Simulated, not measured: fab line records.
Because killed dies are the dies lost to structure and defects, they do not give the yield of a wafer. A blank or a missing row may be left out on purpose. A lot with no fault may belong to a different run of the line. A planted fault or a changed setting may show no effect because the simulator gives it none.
Struck lot and sound lot, side by side + flow nand harc + 37 out of 1302 route steps
Sound: wafers L309.3, L309.5, L309.6. Struck: wafers L306.2, L306.5, L306.6. The cause is named last.
Per side, at each step with rows, come the tool, then ch with its chambers, and then its first start. Under that, the readings that differ: sound wafers + struck wafers + difference of the means + sigmas: that difference in standard deviations of wafers without a fault.
alike: a reading whose means differ by less than 2 such deviations, as well as words and numbers matching on both sides. not compared: withheld readings; readings where some wafer has no value; bounds like >300 that might hide an equal value; numbers whose values overlap and for which the record gives no deviation.
Wherever a step has rows on one side only, a row that says differs or no value, or a row with sigmas, the two part there. Numbers that don't overlap but have no deviation are shown without sigmas and don't part them. A reading missing from all wafers of one side parts the sides only when that side holds two or more wafers.

first, 5 steps without rows for these wafers: NHARC_A_SGD_CUT_PRECLEAN_18 (cleans in SC1); NHARC_A_SGD_CUT_SRD_19; NHARC_A_SGD_CUT_DEP_20 (deposits SiO2, target thk 150 nm); NHARC_A_SGD_CUT_ANNEAL_27 (time 1800 s); NHARC_A_SGD_CUT_CMP_21 (polishes, target thk 148.19 nm).
NHARC_A_SGD_CUT_THK_MEAS_22: measures by ellipsometry.
  sound on film metro-01 at day 24 16:44; struck on film metro-02 at day 24 16:43
  alike: thk nm
then, 2 steps without rows for these wafers: NHARC_A_SGD_CUT_SRD_23; NHARC_A_SGD_CUT_ETCH_26 (etches SiO2 in dHF, target depth 45.8 nm).
NHARC_A_SGD_CUT_ETCHBACK_24: etches the open film in CH3F/O2, target depth 50 nm, time 92.857 s.
  sound on rie diel-02 ch 2,3, day 24 16:59; struck on rie diel-11 ch 0,1,3, day 24 16:58
  alike: bias w, drypump motor current A, oes product au, rf vpp V, showerhead plenum p Torr, throttle valve pct
  not compared: rf hours counter h
NHARC_A_SGD_CUT_STRIP_28: strips in O2, time 20 s.
  sound on rie diel-02 ch 1,2, day 24 17:08; struck on rie diel-11 ch 1,2,3
  alike: drypump motor current A, oes product au, rf vpp V, showerhead plenum p Torr, throttle valve pct
  not compared: rf hours counter h
NHARC_A_SGD_CUT_INSPECT_25:
  sound on defect inspect-02 at day 24 17:14; struck on defect inspect-02 at day 24 17:11
| reading          | sound       | struck      | difference | sigmas |
|------------------|-------------|-------------|------------|--------|
| raw defect count | 717 559 535 | 479 340 356 | -212       | -2     |
NHARC_A_SLIT_DEP_25: deposits SiO2, target thk 200 nm.
  sound on pecvd-03 ch 0,2, day 24 17:25; struck on pecvd-02 ch 0,1,2, day 24 17:20
  alike: chamber pressure Torr, flow sccm, heater power w, mfc precursor sccm, throttle valve pct
  not compared: since wet clean h
NHARC_A_SLIT_DEP_00: deposits aC, target thk 6200 nm.
  struck on acl dep-02, day 24 18:13; sound on acl dep-01 ch 0, day 24 20:05
  no value came back on the struck wafers for susceptor temp C (C), throttle valve pct (%); on the sound wafers susceptor temp C (C) reads 399.79 400.05 399.94
then, 9 steps without rows for these wafers: NHARC_A_SLIT_DEP_23 (deposits SiON, target thk 100 nm); NHARC_A_SLIT_DEHYDRATE_01 (time 120 s); NHARC_A_SLIT_HMDS_02 (time 30 s); NHARC_A_SLIT_COAT_03 (resist thk 90 nm); NHARC_A_SLIT_SOFTBAKE_04 (time 55 s); NHARC_A_SLIT_EBR_05; NHARC_A_SLIT_EXPOSE_06 (exposes mask SLIT); NHARC_A_SLIT_PEB_07 (peb time 65 s); NHARC_A_SLIT_DEVELOP_08 (develop time 35 s).
NHARC_A_SLIT_CD_MEAS_09: target cd 300 nm.
  sound on cd sem-01 ch 0, day 24 23:12; struck on cd sem-02 ch 0, day 24 22:14
  alike: cd nm
NHARC_A_SLIT_OVL_MEAS_10:
  sound on overlay-02 at day 24 23:17; struck on overlay-02 at day 24 22:20
| reading           | sound          | struck      | difference | sigmas |
|-------------------|----------------|-------------|------------|--------|
| overlay y nm (nm) | -2.0 -1.9 -1.9 | 1.2 0.8 0.6 | +2.8       | +3     |
  alike: overlay x nm
NHARC_A_SLIT_INSPECT_11:
  sound on defect inspect-01 at day 24 23:19; struck on defect inspect-02 at day 24 22:22
  alike: raw defect count
then, 4 steps without rows for these wafers: NHARC_A_SLIT_DESCUM_14 (chemistry O2, time 3 s); NHARC_A_SLIT_ETCH_24 (etches the open film in CF4/CHF3, target depth 121 nm, time 60.5 s); NHARC_A_SLIT_ETCH_15 (etches the open film in O2/COS, target depth 6200 nm, time 1612 s); NHARC_A_SLIT_ETCH_17 (etches the open film in C4F8/O2/Ar, time 4254.5 s, target depth 20300 nm).
NHARC_A_SLIT_ETCH_26: etches the open film in C4F8/O2/Ar, time 90 s, target depth 400 nm.
  sound on har etch-02 ch 0,1, day 25 07:02; struck on har etch-01 ch 0,1, day 25 03:20
| reading                         | sound          | struck         | difference | sigmas |
|---------------------------------|----------------|----------------|------------|--------|
| showerhead plenum p Torr (Torr) | 3.92 3.92 3.90 | 3.45 3.45 3.64 | -0.40      | -2     |
  alike: drypump motor current A, he backside leak sccm, throttle valve pct
  not compared: rf hours counter h
then, 1 step without rows for these wafers: NHARC_A_SLIT_STRIP_28 (strips in O2/COS).
NHARC_A_SLIT_ETCH_29: etches the open film in CF4/O2, target depth 100 nm, overetch 10 nm, time 55 s.
  sound on rie diel-10 ch 0,3, day 25 07:51; struck on rie diel-05 ch 0,2,3, day 25 04:14
  alike: bias w, drypump motor current A, oes product au, rf vpp V, showerhead plenum p Torr, throttle valve pct
  not compared: rf hours counter h
then, 3 steps without rows for these wafers: NHARC_A_SLIT_STRIP_18 (strips in O2); NHARC_A_SLIT_PRECLEAN_19 (cleans in SC1); NHARC_A_SLIT_SRD_20.
NHARC_A_SLIT_CD_MEAS_21:
  sound on cd sem-02 at day 25 08:23; struck on cd sem-02 at day 25 04:46
| reading    | sound             | struck | difference                    | sigmas |
|------------|-------------------|--------|-------------------------------|--------|
| cd nm (nm) | 289.5 290.0 288.8 | - - -  | no value on the struck wafers |        |
-- jump in the record: it breaks off in module A_SLIT and resumes in module END (first step shown: number 1302 of the route), and 5 days separate the struck wafers' starts before and after --
NHARC_END_SORT_01:
  sound on prober-02 ch 0, day 30 02:01; struck on prober-01 ch 0, day 30 01:01
| reading         | sound | struck      | difference | sigmas |
|-----------------|-------|-------------|------------|--------|
| killed at array | 45 54 | 677 676 677 | +627       | +42    |
| killed dies     | 48 55 | 677 677 677 | +626       | +42    |
| killed open     | 7 5   | 1 0 0       | -6         | -3     |
  alike: killed at other, killed at periphery, killed short

WHERE THEY PART
Last at NHARC_END_SORT_01 as far as this record goes, first at NHARC_A_SGD_CUT_INSPECT_25.

WHY: what had been put in by the simulator
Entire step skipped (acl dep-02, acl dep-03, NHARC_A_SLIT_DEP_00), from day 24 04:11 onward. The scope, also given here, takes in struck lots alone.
